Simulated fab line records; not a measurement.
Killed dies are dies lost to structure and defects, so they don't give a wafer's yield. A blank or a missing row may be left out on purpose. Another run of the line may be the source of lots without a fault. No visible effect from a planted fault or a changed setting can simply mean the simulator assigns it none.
Code-filled problem report in 8D (eight disciplines) form -- flow n5Finfet -- the parts of the form that need people (team, actions taken, sign-off) are left out

## 1. THE ISSUE
lamp_zone_2_pct at N5_WELL_APT_RTA_34 reads a mean of 12.364 % on 6 wafers of 2 lots; wafers without a fault read 12.994 % with a standard deviation of 0.029. Relative to the usual mean, that is a shift of -22 standard deviations.
The step: time 10 s.
Earliest sighting: wafer L895.1 on rtpAnneal-01 at day 3 03:53. The record has a number at this step for 24 wafers belonging to 8 lots. Rule for "out", or "out of limits": more than 4 standard deviations from the usual mean. All remaining wafers that have a number are taken as sound.

## 2. WHAT THIS IS AND IS NOT
question,is,is not
which readings at this step,"lamp_zone_2_pct, lampPowerPct, lamp_zone_1_pct, lamp_zone_3_pct, lamp_zone_4_pct, lamp_zone_5_pct, lamp_zone_6_pct, lamp_zone_7_pct","annealTempCMax, wafer_temp_C_max"
which lots,"L895, L899","L893, L894, L896, L905, L910, L912"
which wafers of those lots,all that have a number,-
read on which tools,rtpAnneal-01,rtpAnneal-02
when,from day 3 03:53,"up to then (6 sound wafers); but 12 sound wafers of L896, L905, L910, L912 came after"

## 3. WHAT RULES OUT EACH SUSPECT
Counting: a tool at a process step up to the reading stays a suspect if it ran every lot that is out and no sound lot after the first of them.
- rtpAnneal-01 at N5_WELL_APT_RTA_34 (time 10 s): ruled out as a lasting fault. Sound lots L910, L912 ran on it after its first lot that is out, L895 (day 3 03:53).
Left after counting: nothing in the record.

## 4. THE CAUSE (what the simulator had put in)
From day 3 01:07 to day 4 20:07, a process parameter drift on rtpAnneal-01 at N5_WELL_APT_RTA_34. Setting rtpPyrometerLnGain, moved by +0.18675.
Counting ruled it out, wrongly.

## 5. THE CHAIN OF EFFECTS, in route order
Rows list readings where the struck wafers' mean (over those with a number) sits beyond 3 standard deviations from the usual. Only readings whose record carries a usual standard deviation are examined. hours: median over the lots of the time between each lot's start at the first step of this table that gives one and its start at this step. sigmas: the change, counted in usual standard deviations.
hours,step,reading,usual,on struck wafers,change,sigmas
0,N5_WELL_APT_RTA_34,lampPowerPct,13.01 %,12.38,-0.63,-13
0,N5_WELL_APT_RTA_34,lamp_zone_1_pct,12.99 %,12.39,-0.60,-20
0,N5_WELL_APT_RTA_34,lamp_zone_2_pct,12.994 %,12.364,-0.630,-22
0,N5_WELL_APT_RTA_34,lamp_zone_3_pct,12.99 %,12.36,-0.63,-20
0,N5_WELL_APT_RTA_34,lamp_zone_4_pct,12.996 %,12.378,-0.618,-21
0,N5_WELL_APT_RTA_34,lamp_zone_5_pct,12.997 %,12.386,-0.611,-21
0,N5_WELL_APT_RTA_34,lamp_zone_6_pct,12.92 %,12.32,-0.60,-18
0,N5_WELL_APT_RTA_34,lamp_zone_7_pct,13.42 %,12.80,-0.62,-20
Its process steps:
- N5_WELL_APT_RTA_34: time 10 s.
At these later measuring or inspecting steps, every struck wafer for which the step has a row has a number for every such reading, and none has moved that far: N5_BEOL_M4_RC_MEAS_101.

## 6. WHAT WOULD HAVE CAUGHT IT SOONER
First out-of-limits reading in this record: day 3 03:53, which is 3 hours after fault onset at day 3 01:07.
